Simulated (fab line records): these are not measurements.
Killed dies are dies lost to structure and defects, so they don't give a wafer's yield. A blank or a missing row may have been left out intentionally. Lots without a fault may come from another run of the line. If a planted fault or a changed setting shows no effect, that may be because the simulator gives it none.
The same fault as seen by 2 desks    flow nand harc    each desk holds nothing but its own numbers, with what lay behind them at the end

## AT THE TOOL OWNER'S DESK: arfi scanner-03
The tool's own readings at NHARC_P_M2_EXPOSE_06 (exposes mask P M2, target cd 170 nm): means of the sampled wafers that have a number, for each lot that ran on this tool. A lot is out of limits, marked OUT, if its mean lies more than 4 standard deviations from the usual mean; the brackets give that distance.
Columns: A = exposure dose mJ cm2 at NHARC_P_M2_EXPOSE_06, usual 80.77
lot   first seen here  A
L710  day 6 22:46      80.77
L717  day 9 18:04      76.79 (-53) OUT
L718  day 10 04:34     77.59 (-42) OUT
L721  day 11 07:07     78.14 (-35) OUT
This desk finds L717, L718, L721 out of limits, L717 being first, at day 9 18:04 (exposure dose mJ cm2 at NHARC_P_M2_EXPOSE_06). L710 stayed within limits.

## AT THE METROLOGY DESK
What the gauges read for every lot (on any tool): the sampled wafers with a number, averaged. A lot is out of limits, marked OUT, if its mean lies more than 4 standard deviations from the usual mean; the brackets give that distance.
Columns: A = cd nm at NHARC_P_M1_CD_MEAS_16, usual 130.0 nm; B = thk nm at NHARC_P_M1_THK_MEAS_24, usual 158.2 nm; C = cd nm at NHARC_P_M2_CD_MEAS_09, usual 170.0 nm
lot   first seen here  A      B      C
L709  day 6 05:10      129.8  159.6  170.1
L710  day 6 18:28      130.4  158.0  170.3
L715  day 9 02:13      130.0  158.9  170.2
L716  day 9 08:02      128.7  157.0  170.2
L717  day 9 14:26      130.4  157.8  166.2 (-6.3) OUT
L718  day 10 01:05     130.2  158.6  167.2 (-4.7) OUT
L721  day 11 03:35     130.4  158.4  168.0
L723  day 12 07:29     130.5  159.3  169.7
L725  day 12 22:40     129.8  160.4  169.7
L728  day 14 00:31     130.9  157.6  169.8
L731  day 15 12:17     130.9  157.5  169.0
This desk finds L717, L718 out of limits, L717 being first, at day 9 18:12 (cd nm at NHARC_P_M2_CD_MEAS_09). L709, L710, L715, L716, L721, L723, L725, L728, L731 stayed within limits.

## TAKEN TOGETHER
On L717, L718, L721, at day 9 18:04, an alarm was possible from the tool owner's desk.
On L717, L718, the metrology desk was in a position to raise an alarm at day 9 18:12.
The metrology desk has L721 on record, within its limits.
NHARC_P_M2_EXPOSE_06 was run on arfi scanner-03 by each of the lots named.

## WHAT HAD BEEN PUT IN BY THE SIMULATOR
Drift in process parameters on arfi scanner-03 at NHARC_P_M2_EXPOSE_06, starting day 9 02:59. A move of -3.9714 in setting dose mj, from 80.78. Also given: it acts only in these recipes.
Struck lots among those shown: L717, L718, L721.
Counting hours from when the fault started, the first reading out of limits came at 15 for the tool owner's desk and at 15 for the metrology desk.
